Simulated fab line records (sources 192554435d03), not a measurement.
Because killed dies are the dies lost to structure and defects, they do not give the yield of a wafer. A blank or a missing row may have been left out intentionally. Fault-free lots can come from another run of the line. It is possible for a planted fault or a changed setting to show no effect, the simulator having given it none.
What tool caused it? :: flow n5 finfet :: Sampling: 12 lots, 36 wafers, 2 of 1938 route steps

## WHAT THE GAUGES READ, wafer by wafer
N5_BEOL_M11_RS_MEAS_57: measures by four-point-probe.
lot: L075
measured: day 11 00:28
on: film metro-02
M11_RS (ohm/sq): 0.154 0.157 0.152

lot: L076
measured: day 11 23:15
on: film metro-02
M11_RS (ohm/sq): 0.153 0.157 0.156

lot: L079
measured: day 12 17:15
on: film metro-01
M11_RS (ohm/sq): 0.155 0.159 0.150

lot: L081
measured: day 13 08:14
on: film metro-02
M11_RS (ohm/sq): 0.152 0.147 0.152

lot: L084
measured: day 13 16:17
on: film metro-01
M11_RS (ohm/sq): 0.157 0.146 0.155

lot: L085
measured: day 13 23:45
on: film metro-01
M11_RS (ohm/sq): 0.150 0.157 0.153

lot: L088
measured: day 14 11:00
on: film metro-01
M11_RS (ohm/sq): 0.146 0.149 0.147

lot: L090
measured: day 14 20:15
on: film metro-02
M11_RS (ohm/sq): 0.155 0.155 0.146

lot: L091
measured: day 15 11:11
on: film metro-01
M11_RS (ohm/sq): 0.155 0.152 0.155

lot: L093
measured: day 15 21:53
on: film metro-01
M11_RS (ohm/sq): 0.152 0.150 0.152

lot: L095
measured: day 16 15:53
on: film metro-01
M11_RS (ohm/sq): 0.155 0.158 0.153

lot: L097
measured: day 16 21:38
on: film metro-02
M11_RS (ohm/sq): 0.146 0.155 0.152

## WHICH TOOL RAN EACH LOT (tool, then ch and the chambers of the sampled wafers, then the start)
lot: L075
N5_BEOL_M11_DEGAS_44: pvd sputter-03, day 10 22:40

lot: L076
N5_BEOL_M11_DEGAS_44: pvd sputter-02, day 11 21:23

lot: L079
N5_BEOL_M11_DEGAS_44: pvd sputter-01, day 12 14:29

lot: L081
N5_BEOL_M11_DEGAS_44: pvd sputter-01, day 13 06:35

lot: L084
N5_BEOL_M11_DEGAS_44: pvd sputter-03, day 13 14:14

lot: L085
N5_BEOL_M11_DEGAS_44: pvd sputter-02, day 13 22:11

lot: L088
N5_BEOL_M11_DEGAS_44: pvd sputter-01, day 14 07:49

lot: L090
N5_BEOL_M11_DEGAS_44: pvd sputter-02, day 14 17:51

lot: L091
N5_BEOL_M11_DEGAS_44: pvd sputter-02, day 15 09:10

lot: L093
N5_BEOL_M11_DEGAS_44: pvd sputter-03, day 15 20:21

lot: L095
N5_BEOL_M11_DEGAS_44: pvd sputter-02, day 16 12:40

lot: L097
N5_BEOL_M11_DEGAS_44: pvd sputter-03, day 16 19:25
- N5_BEOL_M11_DEGAS_44: time 60 s.

## THE ANSWER, worked out from the rows above alone
Rule: what is usual is taken from the lots themselves. Put in order of their means at a reading, lots are off if they are a third of the lots or fewer, leave a main group of 4 or more, and stand apart from it by a gap of 3 or more times the standard deviation of the main group's means; of several such gaps the widest counts. The tables above print the reading to a certain number of digits; a main group whose means all agree to those digits is not used. A lot without any number at a reading at which 4 lots or more have one is off too. Any other lot the step has rows for is counted as sound.
None of the lots is off at any reading shown; this tells nothing.

## WHAT THE SIMULATOR PUT IN
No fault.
